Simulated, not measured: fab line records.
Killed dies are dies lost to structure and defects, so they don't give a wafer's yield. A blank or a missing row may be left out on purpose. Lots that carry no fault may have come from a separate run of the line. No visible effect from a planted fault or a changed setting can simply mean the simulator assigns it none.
Matching of chambers | flow n5 finfet | rie diel-04 running N5_BEOL_M5_ETCH_62: 4 sister chambers
The step etches SOC in N2/H2, target depth 75 nm, overetch 15 nm, time 112.5 s. 18 wafers are shown with their chamber, then 9 later ones without.

== WAFERS PAIRED WITH THEIR CHAMBERS ==
wafer  | chamber | showerhead plenum p Torr (Torr) | drypump motor current A (A) | throttle valve pct (%)
L074.4 | 0       | 2.62                            | 5.7                         | 18.04
L074.5 | 1       | 2.60                            | 6.3                         | 17.94
L074.6 | 2       | 2.49                            | 6.2                         | 17.31
L077.1 | 2       | 2.49                            | 6.2                         | 17.32
L077.2 | 0       | 2.62                            | 5.6                         | 18.01
L077.5 | 1       | 2.60                            | 6.3                         | 17.95
L082.1 | 0       | 2.62                            | 5.7                         | 17.59
L082.3 | 2       | 2.49                            | 6.2                         | 17.35
L082.5 | 0       | 2.62                            | 5.6                         | 17.59
L083.1 | 1       | 2.60                            | 6.3                         | 17.98
L083.3 | 0       | 2.62                            | 5.6                         | 17.58
L083.4 | 2       | 2.49                            | 6.2                         | 17.34
L086.3 | 3       | 2.60                            | 5.9                         | 17.70
L086.4 | 1       | 2.59                            | 6.3                         | 17.98
L086.5 | 1       | 2.59                            | 6.3                         | 17.98
L089.2 | 3       | 2.60                            | 5.9                         | 17.70
L089.3 | 2       | 2.48                            | 6.2                         | 17.37
L089.5 | 2       | 2.48                            | 6.2                         | 17.37

SIGNATURES (averages over the wafers above)
reading                  | chamber 0 | chamber 1 | chamber 2 | chamber 3 | scatter within a chamber
showerhead plenum p Torr | 2.6200    | 2.5960    | 2.4867    | 2.6000    | 0.00425
drypump motor current A  | 5.640     | 6.300     | 6.200     | 5.900     | 0.0293
throttle valve pct       | 17.7620   | 17.9660   | 17.3433   | 17.7000   | 0.13
Rule: a wafer's distance from a chamber is the root of the sum, over the readings, of the square of ((its reading less the chamber's mean) divided by the reading's scatter). The wafer belongs to the nearest chamber; if the next one is less than 2 further off, it can't be placed. How the scatter is found: for the shown wafers, subtract from each reading the mean of its chamber, square and add these, divide the total by (wafers less chambers), then take the root.

== WAFERS WITH NO CHAMBER GIVEN ==
wafer  | showerhead plenum p Torr (Torr) | drypump motor current A (A) | throttle valve pct (%)
L091.1 | 2.48                            | 6.2                         | 17.35
L091.2 | 2.61                            | 5.6                         | 17.63
L091.3 | 2.61                            | 5.7                         | 17.62
L094.1 | 2.61                            | 5.6                         | 17.64
L094.5 | 2.59                            | 6.3                         | 17.56
L094.6 | 2.61                            | 5.6                         | 17.63
L097.2 | 2.59                            | 6.3                         | 17.53
L097.4 | 2.61                            | 5.7                         | 17.65
L097.5 | 2.61                            | 5.6                         | 17.67

== THE CHAMBER EACH PASSED THROUGH ==
wafer  | from the rows above | in truth
L091.1 | 2                   | 2
L091.2 | 0                   | 0
L091.3 | 0                   | 0
L094.1 | 0                   | 0
L094.5 | 1                   | 1
L094.6 | 0                   | 0
L097.2 | 1                   | 1
L097.4 | 0                   | 0
L097.5 | 0                   | 0
Placed correctly: 9 of 9. Not placeable from these rows: 0. 0 placed wrongly.
